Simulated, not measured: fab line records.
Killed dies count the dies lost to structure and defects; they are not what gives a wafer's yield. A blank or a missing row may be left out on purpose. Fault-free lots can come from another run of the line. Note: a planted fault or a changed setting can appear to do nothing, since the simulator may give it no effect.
A lot that was struck, set against a sound lot	flow n5_finfet	14 out of 1938 route steps
Sound: these wafers, L201.1, L201.4, L201.6. Wafers L207.2, L207.3, L207.4 were the ones struck. The cause comes at the end.
Each step with rows lists, per side, the tool, then ch with its chambers, then its first start. Under that, the readings that differ: sound wafers	struck wafers	difference of the means	sigmas: that difference in standard deviations of wafers without a fault.
alike: same words and numbers on both sides, and readings whose means sit less than 2 such deviations apart. not compared: any withheld reading, any reading some wafer has no value for, any bound like >300 that may hide the same value, and any number with overlapping values for which the record gives no deviation.
Wherever a step has rows on one side only, a row that says differs or no value, or a row with sigmas, the two part there. Non-overlapping numbers with no deviation appear without sigmas and do not part them. A reading missing from all wafers of one side parts the sides only when that side holds two or more wafers.

first, 1 step without rows for these wafers: N5_ZERO_LAYER_HARDBAKE_23 (time 120 s).
N5_ZERO_LAYER_CD_MEAS_11: the cd target is 2000 nm.
  sound on cd_sem-01 ch 0, day 2 06:38; struck on cd_sem-02 ch 0, day 3 18:46
  alike: cd_nm
N5_ZERO_LAYER_DESCUM_16: chemistry O2, time 7.9 s.
  sound on rie_diel-01 ch 1,2, day 2 06:41; struck on rie_diel-01 ch 1,2,3, day 3 18:48
reading	sound	struck	difference	sigmas
o2_flow_sccm (sccm)	223.8 223.6 225.1	226.3 225.1 225.5	+1.5	+2
  alike: chamber_pressure_mTorr, drypump_motor_current_A, oes_product_au, rf_vpp_V, showerhead_plenum_p_Torr, throttle_valve_pct
  not compared: rf_hours_counter_h
N5_ZERO_LAYER_ETCH_17: etches SiO2 in CF4, target depth 12 nm, time 13.3 s.
  sound on rie_diel-01 ch 1,2, day 2 06:43; struck on rie_diel-01 ch 1,2,3, day 3 18:50
  alike: chamber_pressure_mTorr, drypump_motor_current_A, oes_product_au, rf_vpp_V, showerhead_plenum_p_Torr, throttle_valve_pct
  not compared: rf_hours_counter_h
N5_ZERO_LAYER_ETCH_18: etches Si in HBr/Cl2, target depth 120 nm, time 40 s.
  sound on rie_si-06 ch 0,2, day 2 06:47; struck on rie_si-01 ch 1,2,3, day 3 18:55
  alike: chamber_pressure_mTorr, drypump_motor_current_A, oes_product_au, throttle_valve_pct
  not compared: rf_hours_counter_h
N5_ZERO_LAYER_STRIP_24: strips in O2.
  sound on plasma_asher-02 ch 0,1, day 2 06:53; struck on plasma_asher-01 ch 0,1, day 3 19:01
  alike: chamber_pressure_mTorr, drypump_motor_current_A, heater_power_w, o2_flow_sccm, oes_product_au, strip_time_to_endpoint_s
  not compared: rf_hours_counter_h
then, 1 step without rows for these wafers: N5_ZERO_LAYER_STRIP_19 (strips in SPM, time 900 s).
N5_ZERO_LAYER_INSPECT_20: inspects for defects (darkfield).
  sound: defect_inspect-01 at day 2 07:19; struck: defect_inspect-01 at day 3 19:24
  alike: raw_defect_count
then, 4 steps without rows for these wafers: N5_WELL_APT_HMDS_01 (time 60 s); N5_WELL_APT_COAT_02 (resist thk 950 nm); N5_WELL_APT_EBR_04; N5_WELL_APT_SOFTBAKE_03 (time 60 s).
N5_WELL_APT_EXPOSE_05: exposes mask NWELL, defocus 0 nm, target cd 200 nm.
  sound on krf_scanner-01 ch 0, day 2 07:26; struck on krf_scanner-02, day 3 19:40
  no value came back on the struck wafers for exposure_dose_mJ_cm2, focus_offset_nm (nm); on the sound wafers exposure_dose_mJ_cm2 reads 20.269 20.273 20.279
  alike: mask
then, 1 step without rows for these wafers: N5_WELL_APT_PEB_06 (peb time 90 s).

WHERE THEY PART
Last at N5_WELL_APT_EXPOSE_05 as far as this record goes, first at N5_ZERO_LAYER_DESCUM_16.

WHY: what the simulator had put in
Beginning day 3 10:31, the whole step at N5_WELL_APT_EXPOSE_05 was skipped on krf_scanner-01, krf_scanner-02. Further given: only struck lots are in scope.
